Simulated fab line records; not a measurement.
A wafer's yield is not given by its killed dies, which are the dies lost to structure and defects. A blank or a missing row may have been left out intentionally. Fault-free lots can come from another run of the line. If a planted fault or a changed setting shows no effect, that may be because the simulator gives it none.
fab line records	flow nand_harc
[record] lots = 12	wafers = 36	last_day = 24
route steps=1159 shown P_ZERO_WELL@56 P_STI@88 END@1159
lots untouched by any fault: they come from a run of this same line in which no faults occurred
start_h: hours from the record's opening day to when the first of the lot's shown wafers began	wait_h: hours elapsed since this lot's preceding step	" identical to the entry in the row above	L1.1+2: a single row standing in for several wafers	- no value present, or no start provided	* or withheld: withheld	< > ~ a bound
route shown NAME@n: names a module that has steps shown in the file, with the first one's number in the route	usual: mean/standard deviation taken from wafers without a fault	same: alike in all rows	chamber/n: place in a boat	sites: readings site by site	_std_site: standard deviation across them	_edge_site: inner sites' mean taken away from outer sites' mean	radius_mm: for every site, how far away it sits from the centre of the wafer	mask NAME#n: copy n	behind: the tool/chamber that last shaped the wafer	hold: why the lot was held/for how many hours/how that ended	device: whichever transistor did not switch (one of n, p or np)	end of line: the route-end tests of the same wafers	a step given without rows: its recipe and nothing more	killed: dies that structure and defects cost at the first sort, which is not the same as the wafer's yield	map: the dies of a wafer, with x for killed, . for not killed, _ for no die there
set.NAME: setting as actually run; set.NAME@STEP: the setting as run at that earlier step	model.NAME: the simulator's own value behind a step, which no gauge read
route steps across a sampled set of lots; one table per step, one row per wafer
services: a tool's chamber out of use, with start hour (start_h, from the record's first day; less than 0 if before it), hours out, and reason
[[steps]]
[step NHARC_P_ZERO_WELL_EXPOSE_49]
[recipe] na = 0.6	target_cd_nm = 2000	dose_mj = 22.64	mask_id = P_HVPW
lot.wafer	tool	chamber	start_h	wait_h	mask
L558.2+3+5	krf_scanner-01	0	29.73	-	P_HVPW#0
L559.2+4+5	krf_scanner-04	0	35.71	-	P_HVPW#0
L561.3+4+5	krf_scanner-01	0	47.50	-	P_HVPW#0
L562.1+4+5	krf_scanner-04	0	53.72	-	P_HVPW#0
L563.2+4+6	krf_scanner-01	0	59.75	-	P_HVPW#0
L564.1+4+6	krf_scanner-04	0	65.61	-	P_HVPW#0
L566.2+4+5	krf_scanner-01	0	77.21	-	P_HVPW#0
L567.3+4+6	krf_scanner-04	0	83.71	-	P_HVPW#0
L570.2+4+5	krf_scanner-04	0	101.63	-	P_HVPW_R1#0
L571.3+4+6	krf_scanner-03	0	107.65	-	P_HVPW#0
L578.1+3+5	krf_scanner-04	0	149.47	-	P_HVPW#0
L579.1+2+5	krf_scanner-01	0	155.74	-	P_HVPW#0
[step NHARC_P_ZERO_WELL_CD_MEAS_52]
[recipe] target_cd_nm = 2000	landing_energy_ev = 500
[usual] cd_nm = 1999.3/2.2
lot.wafer	tool	chamber	start_h	wait_h	hold	cd_nm
L558.2	cd_sem-01	0	29.89	-	-	2002.6
L558.3	"	0	"	"	-	2002.9
L558.5	"	0	"	"	-	2001.8
L559.2	cd_sem-03	0	35.86	-	-	2001.2
L559.4	"	0	"	"	-	2003.7
L559.5	"	0	"	"	-	2001.0
L561.3	cd_sem-02	0	47.66	-	-	1996.6
L561.4	"	0	"	"	-	1997.0
L561.5	"	0	"	"	-	1997.4
L562.1	cd_sem-01	0	53.87	-	-	1996.7
L562.4	"	0	"	"	-	1999.4
L562.5	"	0	"	"	-	1997.5
L563.2	cd_sem-01	0	59.91	-	-	1996.5
L563.4	"	0	"	"	-	1999.1
L563.6	"	0	"	"	-	1994.9
L564.1	cd_sem-01	0	65.78	-	-	2001.9
L564.4	"	0	"	"	-	2001.5
L564.6	"	0	"	"	-	2004.4
L566.2	cd_sem-01	0	77.37	-	-	2000.2
L566.4	"	0	"	"	-	2000.9
L566.5	"	0	"	"	-	2001.0
L567.3	cd_sem-01	0	83.86	-	-	1999.0
L567.4	"	0	"	"	-	1999.9
L567.6	"	0	"	"	-	1998.3
L570.2	cd_sem-01	0	101.79	-	await_dispo/0.2h/release	1912.0
L570.4	"	0	"	"	await_dispo/0.2h/release	1911.9
L570.5	"	0	"	"	await_dispo/0.2h/release	1910.2
L570.2	cd_sem-01	0	-	-	-	1911.7
L570.4	"	0	"	"	-	1912.0
L570.5	"	0	"	"	-	1910.5
L571.3	cd_sem-03	0	107.80	-	-	2004.7
L571.4	"	0	"	"	-	2001.7
L571.6	"	0	"	"	-	2000.1
L578.1	cd_sem-01	0	149.63	-	-	1996.3
L578.3	"	0	"	"	-	1997.6
L578.5	"	0	"	"	-	1999.1
L579.1	cd_sem-01	0	155.89	-	-	2001.9
L579.2	"	0	"	"	-	1997.6
L579.5	"	0	"	"	-	1999.7
[step NHARC_P_ZERO_WELL_RTA_42]
[recipe] temp_c = 1100	time_s = 300
[usual] anneal_temp_c_max = 1103.6/0.66	lamp_power_pct = 40.5/2.9	wafer_temp_C_max = 1104.4/0.91
lot.wafer	tool	chamber	start_h	wait_h	anneal_temp_c_max	lamp_power_pct	wafer_temp_C_max
L558.2	rtp_anneal-01	0	31.15	-	1102.9	37.1	1107.1
L558.3	"	0	"	"	1102.7	37.2	1106.5
L558.5	"	0	"	"	1103.9	37.2	1106.3
L559.2	rtp_anneal-01	0	37.10	-	1103.0	37.1	1104.2
L559.4	"	0	"	"	1102.9	37.1	1103.5
L559.5	"	0	"	"	1103.7	37.1	1103.7
L561.3	rtp_anneal-01	0	49.02	-	1102.0	37.0	1104.7
L561.4	"	0	"	"	1103.8	36.9	1105.5
L561.5	"	0	"	"	1102.4	37.0	1104.7
L562.1	rtp_anneal-02	0	55.03	-	1103.8	42.9	1104.4
L562.4	"	0	"	"	1103.0	42.9	1104.6
L562.5	"	0	"	"	1102.5	42.9	1104.3
L563.2	rtp_anneal-01	0	61.20	-	1103.6	37.1	1105.1
L563.4	"	0	"	"	1103.6	37.1	1104.5
L563.6	"	0	"	"	1104.2	37.1	1104.5
L564.1	rtp_anneal-02	0	66.91	-	1105.0	42.9	1104.2
L564.4	"	0	"	"	1104.4	42.9	1104.5
L564.6	"	0	"	"	1103.2	42.9	1103.5
L566.2	rtp_anneal-02	0	78.61	-	1102.9	43.0	1104.8
L566.4	"	0	"	"	1103.2	42.9	1103.1
L566.5	"	0	"	"	1103.2	42.9	1103.1
L567.3	rtp_anneal-02	0	85.21	-	1104.1	42.9	1103.8
L567.4	"	0	"	"	1103.5	43.0	1104.2
L567.6	"	0	"	"	1103.1	42.9	1103.8
L570.2	rtp_anneal-02	0	105.49	-	1103.6	43.0	1105.4
L570.4	"	0	"	"	1103.9	42.9	1105.0
L570.5	"	0	"	"	1104.7	42.9	1103.9
L571.3	rtp_anneal-01	0	109.31	-	1104.6	37.1	1105.4
L571.4	"	0	"	"	1103.8	37.0	1104.0
L571.6	"	0	"	"	1102.6	37.1	1105.9
L578.1	rtp_anneal-01	0	150.97	-	1103.9	37.1	1103.1
L578.3	"	0	"	"	1104.5	37.1	1106.3
L578.5	"	0	"	"	1104.4	37.1	1105.0
L579.1	rtp_anneal-01	0	157.03	-	1103.2	37.1	1104.7
L579.2	"	0	"	"	1104.5	37.1	1104.8
L579.5	"	0	"	"	1102.7	37.1	1103.9
[step NHARC_P_STI_ETCH_42]
[recipe] target_depth_a = 800	overetch_a = 240	time_s = 61	ion_energy_ev = 200	n2_flow_sccm = 150	h2_flow_sccm = 150	ar_flow_sccm = 0	rf_w = 400	bias_w = 150	chemistry = N2/H2
[usual] drypump_motor_current_A = 5.7/0.57	oes_product_au = 1.001/0.0092	rf_vpp_V = 430.8/2.5	showerhead_plenum_p_Torr = 2.04/0.086	throttle_valve_pct = 14.171/0.0097
lot.wafer	tool	chamber	start_h	wait_h	drypump_motor_current_A	oes_product_au	rf_hours_counter_h	rf_vpp_V	showerhead_plenum_p_Torr	throttle_valve_pct
L558.2	rie_diel-05	1	50.30	0.1	5.8	1.001	2.0	429.4	1.96	14.164
L558.3	"	3	"	"	5.3	1.013	1.8	432.9	2.16	14.172
L558.5	"	0	"	"	5.1	1.000	-	428.3	1.99	14.174
L559.2	rie_diel-13	0	50.33	0.1	4.9	0.994	3.1	432.2	2.11	14.178
L559.4	"	1	"	"	6.0	0.993	3.0	431.4	2.05	14.171
L559.5	"	0	"	"	4.9	0.995	-	434.4	2.11	14.165
L561.3	rie_diel-13	2	65.09	0.1	5.5	1.011	3.1	428.6	1.93	14.183
L561.4	"	1	"	"	6.0	0.992	3.3	428.3	2.05	14.168
L561.5	"	3	"	"	6.6	0.984	-	429.6	2.02	14.169
L562.1	rie_diel-13	0	74.27	0.1	4.9	0.990	3.5	432.7	2.11	14.156
L562.4	"	1	"	"	6.0	0.999	3.3	430.7	2.05	14.169
L562.5	"	1	"	"	6.0	0.999	-	430.6	2.05	14.176
L563.2	rie_diel-05	3	74.43	0.1	5.3	1.013	2.4	435.3	2.16	14.178
L563.4	"	0	"	"	5.1	0.997	2.4	430.2	1.99	14.174
L563.6	"	0	"	"	5.1	1.013	-	428.2	1.99	14.171
L564.1	rie_diel-06	0	85.77	0.1	6.5	0.996	1.6	427.8	1.92	14.155
L564.4	"	2	"	"	5.2	1.007	-	434.7	2.19	14.171
L564.6	"	3	"	"	6.5	0.993	-	434.0	2.11	14.165
L566.2	rie_diel-05	3	94.89	0.1	5.3	1.010	3.0	434.1	2.16	14.187
L566.4	"	0	"	"	5.1	1.001	3.1	429.6	1.99	14.178
L566.5	"	3	"	"	5.3	1.007	-	435.1	2.16	14.159
L567.3	rie_diel-05	0	101.33	0.1	5.1	1.003	3.3	429.9	1.99	14.155
L567.4	"	3	"	"	5.3	1.028	3.2	433.6	2.16	14.186
L567.6	"	1	"	"	5.7	0.991	-	428.1	1.96	14.173
L570.2	rie_diel-13	3	119.19	0.1	6.6	0.982	0.5	430.8	2.02	14.165
L570.4	"	2	"	"	5.5	1.007	0.5	427.0	1.93	14.155
L570.5	"	0	"	"	4.9	1.003	-	433.3	2.11	14.195
L571.3	rie_diel-13	1	127.13	0.1	5.9	0.992	0.8	431.9	2.05	14.173
L571.4	"	2	"	"	5.5	1.006	0.7	426.0	1.93	14.179
L571.6	"	0	"	"	5.0	1.008	-	431.3	2.11	14.175
L578.1	rie_diel-13	3	168.88	0.1	6.6	0.999	1.3	429.3	2.02	14.186
L578.3	"	1	"	"	5.9	1.011	1.4	433.1	2.05	14.174
L578.5	"	0	"	"	4.9	1.016	-	432.3	2.11	14.169
L579.1	rie_diel-05	1	173.48	0.1	5.7	1.007	0.0	426.8	1.96	14.167
L579.2	"	3	"	"	5.3	1.011	0.0	433.9	2.16	14.170
L579.5	"	0	"	"	5.1	0.990	-	430.4	1.98	14.176
[step NHARC_P_STI_ETCH_15]
[recipe] target_depth_a = 3000	taper_deg = 4	time_s = 100.1	hbr_flow_sccm = 150	cl2_flow_sccm = 50	rf_w = 400	icp_w = 400	bias_w = 100	chemistry = HBr/Cl2
[usual] drypump_motor_current_A = 5.7/0.48	oes_product_au = 1.000/0.007	throttle_valve_pct = 26.406/0.0094
lot.wafer	tool	chamber	start_h	wait_h	drypump_motor_current_A	oes_product_au	rf_hours_counter_h	throttle_valve_pct
L558.3	rie_si-03	0	50.49	-	4.7	1.006	0.4	26.395
L558.2	"	3	"	"	5.7	0.979	0.3	26.427
L558.5	"	1	"	"	5.8	1.006	-	26.409
L559.2	rie_si-02	1	50.53	-	5.8	1.004	0.1	26.413
L559.4	"	2	"	"	5.3	1.001	0.1	26.414
L559.5	"	1	"	"	5.8	1.002	-	26.398
L561.3	rie_si-06	2	65.30	-	6.5	1.001	0.4	26.407
L561.4	"	3	"	"	5.7	0.995	0.4	26.411
L561.5	"	2	"	"	6.4	0.999	-	26.398
L562.4	rie_si-02	2	74.46	-	5.3	1.015	0.2	26.417
L562.1	"	0	"	"	5.5	1.015	0.2	26.413
L562.5	"	2	"	"	5.3	1.001	-	26.411
L563.4	rie_si-06	3	74.66	-	5.7	1.000	0.5	26.419
L563.2	"	0	"	"	6.3	0.995	0.4	26.402
L563.6	"	2	"	"	6.4	1.005	-	26.401
L564.4	rie_si-06	3	85.97	-	5.7	0.992	0.5	26.411
L564.1	"	1	"	"	5.9	0.999	0.5	26.416
L564.6	"	0	"	"	6.3	0.989	-	26.401
L566.2	rie_si-03	1	95.09	-	5.8	0.995	0.9	26.410
L566.4	"	3	"	"	5.7	0.991	0.6	26.386
L566.5	"	0	"	"	4.7	0.995	-	26.417
L567.4	rie_si-02	0	101.53	-	5.5	0.999	0.4	26.397
L567.3	"	2	"	"	5.3	0.997	0.4	26.408
L567.6	"	0	"	"	5.5	0.989	-	26.407
L570.4	rie_si-03	2	119.40	-	5.4	0.995	0.8	26.402
L570.2	"	0	"	"	4.8	1.013	1.1	26.395
L570.5	"	1	"	"	5.8	1.007	-	26.410
L571.3	rie_si-03	0	127.33	-	4.7	1.010	1.2	26.401
L571.4	"	2	"	"	5.4	1.008	1.0	26.405
L571.6	"	3	"	"	5.7	0.993	-	26.381
L578.1	rie_si-02	0	169.08	-	5.5	0.996	0.8	26.419
L578.3	"	3	"	"	6.4	0.994	0.8	26.417
L578.5	"	0	"	"	5.5	1.001	-	26.412
L579.1	rie_si-03	2	173.67	-	5.4	1.001	0.0	26.401
L579.2	"	0	"	"	4.7	1.002	0.1	26.404
L579.5	"	3	"	"	5.7	1.002	-	26.412
[step NHARC_END_SORT_01]
[recipe] temp_c = 25
[usual] killed_at_array = 24/8.8	killed_at_other = 0.7/0.99	killed_at_periphery = 3.5/2.6	killed_dies = 28/9.3	killed_open = 3.2/1.7	killed_short = 1.7/1.4
[same] gross_dies = 677
lot.wafer	tool	chamber	start_h	wait_h	killed_at_array	killed_at_other	killed_at_periphery	killed_dies	killed_open	killed_short
L559.2	prober-01	0	464.40	2.8	25	2	3	30	1	2
L559.4	prober-01	0	465.98	3.4	22	1	4	27	2	0
L559.5	prober-01	0	466.77	3.7	24	0	2	26	3	1
L570.5	prober-01	0	546.85	3.7	32	1	3	36	7	1
// killed by level:class
L559.2 A_CHANNEL_HOLE_D1:chamber_film_flake=10 A_CONTACT:chamber_film_flake=7 A_SLIT:chamber_film_flake=3 P_M2:chamber_film_flake=2 A_STAIRCASE:chamber_film_flake=2 A_WL_FILL:geometric_particle:short=1 STARTING-WAFER:geometric_particle:short=1 P_STI:chamber_film_flake=1
L559.4 A_CHANNEL_HOLE_D1:chamber_film_flake=9 A_CONTACT:chamber_film_flake=6 A_STAIRCASE:chamber_film_flake=3 P_ZERO_WELL:chamber_film_flake=2 A_M0:chamber_film_flake=2 A_M0:geometric_particle:open=1 STARTING-WAFER:geometric_particle:open=1 P_STI:chamber_film_flake=1
L559.5 A_CHANNEL_HOLE_D1:chamber_film_flake=13 A_STAIRCASE:chamber_film_flake=3 A_CONTACT:chamber_film_flake=3 P_STI:chamber_film_flake=2 A_CHANNEL_FILL_D1:geometric_particle:open=1 A_CHANNEL_FILL_D1:geometric_particle:short=1 A_SGD_CUT:geometric_particle:open=1 A_M0:geometric_particle:open=1
L570.5 A_CHANNEL_HOLE_D1:chamber_film_flake=16 A_BLC:chamber_film_flake=4 A_CONTACT:chamber_film_flake=3 A_CHANNEL_FILL_D1:geometric_particle:open=2 A_BLC:geometric_particle:open=2 A_STAIRCASE:chamber_film_flake=2 P_CONTACT:geometric_particle:short=1 A_CONTACT:geometric_particle:open=1
[[services]]
tool	chamber	start_h	hours	kind
rie_si-06	-	6.00	9.0	pm
rie_si-02	-	34.00	9.0	pm
krf_scanner-01	-	41.37	0.5	repair
krf_scanner-04	-	44.05	3.7	repair
rie_diel-06	2	45.41	9.0	repair
rie_diel-06	3	51.89	7.2	repair
rie_diel-06	-	64.20	9.0	pm
krf_scanner-01	-	70.29	0.6	repair
rie_diel-13	2	74.93	1.9	repair
rie_diel-06	0	77.86	4.3	repair
rie_diel-06	1	83.38	4.1	repair
krf_scanner-01	-	84.00	4.0	pm
rie_si-02	-	85.12	0.4	repair
rie_diel-13	-	99.00	9.0	pm
rie_si-03	2	107.42	3.2	repair
rie_diel-06	2	112.77	6.0	repair
krf_scanner-04	-	113.69	1.4	repair
krf_scanner-04	-	126.00	4.0	pm
rie_si-06	-	126.96	3.5	repair
rie_si-02	-	147.53	0.3	repair
rie_si-03	-	155.00	9.0	pm
rie_diel-05	-	163.60	9.0	pm
rie_diel-13	1	169.69	14.7	repair
rie_si-06	3	172.61	9.6	repair
[[key]]
[first_sign] step = NHARC_P_ZERO_WELL_EXPOSE_49	reading = mask	direction = changed
[effect] step = NHARC_P_ZERO_WELL_CD_MEAS_52	reading = visit	direction = added
[effect] step = NHARC_P_ZERO_WELL_CD_MEAS_52	reading = cd_nm	direction = down	sigmas = 41	usual = 1999.3	struck = 1911.3
met_at NHARC_P_ZERO_WELL_EXPOSE_49
struck_lots L570
tester_left_out L570
not_acting_at NHARC_P_ZERO_WELL_RTA_42,NHARC_P_STI_ETCH_42,NHARC_P_STI_ETCH_15
onset_between 83.71 101.63
[fault] kind = wrong_mask	tool = any	chamber = -	onset_h = 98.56	steps = NHARC_P_ZERO_WELL_EXPOSE_49	aux_copy = P_HVPW_R1#0	cd_offset_nm = -85.888	scope = struck_lots_only
// tester_left_out: of these lots the tester's yield and bins aren't shown, on N5 and GAA mostly nor the transistor test; their killed dies are dies lost to structure and defects alone, not to doping, threshold or leakage, so they don't give the yield
